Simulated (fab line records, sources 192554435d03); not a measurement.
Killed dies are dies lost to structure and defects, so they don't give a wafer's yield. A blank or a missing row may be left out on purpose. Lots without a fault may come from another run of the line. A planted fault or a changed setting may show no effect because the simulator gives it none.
Chamber matching | flow n5_finfet | N5_BEOL_M11_CMP_52 on cmp-02: 4 sister chambers
The step polishes, stops on SiCOH lowk, t overpolish 7 s, target thk 140 nm. 14 wafers are shown with their chamber, then 7 later ones without.

WAFERS WITH THEIR CHAMBER
wafer  | chamber | motor_current_A (A) | time_to_endpoint_s (s) | overpolish_run_s (s)
L078.3 | 3       | 5.8                 | 65.2                   | 6.982
L078.4 | 0       | 6.5                 | 68.1                   | 7.002
L078.6 | 1       | 5.8                 | 69.7                   | 7.001
L082.2 | 1       | 5.6                 | 65.3                   | 7.003
L082.5 | 3       | 5.7                 | 63.5                   | 7.005
L082.6 | 0       | 6.9                 | 63.7                   | 6.990
L089.2 | 1       | 5.6                 | 66.5                   | 7.010
L089.4 | 2       | 6.2                 | 70.4                   | 6.997
L089.5 | 2       | 6.0                 | 68.6                   | 6.992
L094.1 | 0       | 6.5                 | 67.2                   | 7.001
L094.5 | 1       | 5.6                 | 68.6                   | 7.002
L094.6 | 0       | 6.6                 | 66.7                   | 7.004
L095.1 | 1       | 5.4                 | 66.7                   | 6.999
L095.3 | 0       | 6.4                 | 70.2                   | 6.982

SIGNATURES (means of the wafers above)
reading            | chamber 0 | chamber 1 | chamber 2 | chamber 3 | scatter within a chamber
motor_current_A    | 6.580     | 5.600     | 6.100     | 5.750     | 0.159
time_to_endpoint_s | 67.180    | 67.360    | 69.500    | 64.350    | 1.94
overpolish_run_s   | 6.99580   | 7.00300   | 6.99450   | 6.99350   | 0.00839
Rule: a wafer's distance from a chamber is the root of the sum, over the readings, of the square of ((its reading less the chamber's mean) divided by the reading's scatter). The wafer belongs to the nearest chamber; if the next one is less than 2 further off, it can't be placed. The scatter: the root of (the sum of the squares of (reading less its chamber's mean) over the shown wafers, divided by (wafers less chambers)).

WAFERS WITHOUT THEIR CHAMBER
wafer  | motor_current_A (A) | time_to_endpoint_s (s) | overpolish_run_s (s)
L095.4 | 5.7                 | 70.3                   | 6.984
L096.1 | 6.5                 | 67.3                   | 6.985
L096.3 | 5.6                 | 67.7                   | 6.992
L096.4 | 5.9                 | 67.7                   | 7.001
L097.2 | 6.7                 | 66.2                   | 6.984
L097.4 | 5.6                 | 72.6                   | 7.011
L097.5 | 5.9                 | 71.4                   | 7.009

WHICH CHAMBER EACH WENT THROUGH
wafer  | from the rows above          | in truth
L095.4 | can't be placed: 1 or 2 or 3 | 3
L096.1 | can't be placed: 0 or 2      | 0
L096.3 | can't be placed: 1 or 3 or 2 | 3
L096.4 | can't be placed: 2 or 1 or 3 | 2
L097.2 | 0                            | 0
L097.4 | can't be placed: 1 or 2 or 3 | 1
L097.5 | can't be placed: 2 or 1 or 3 | 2
Placed correctly: 1 of 7. Can't be placed from these rows: 6 (the true chamber is among the candidates in 6). Placed wrongly: 0.
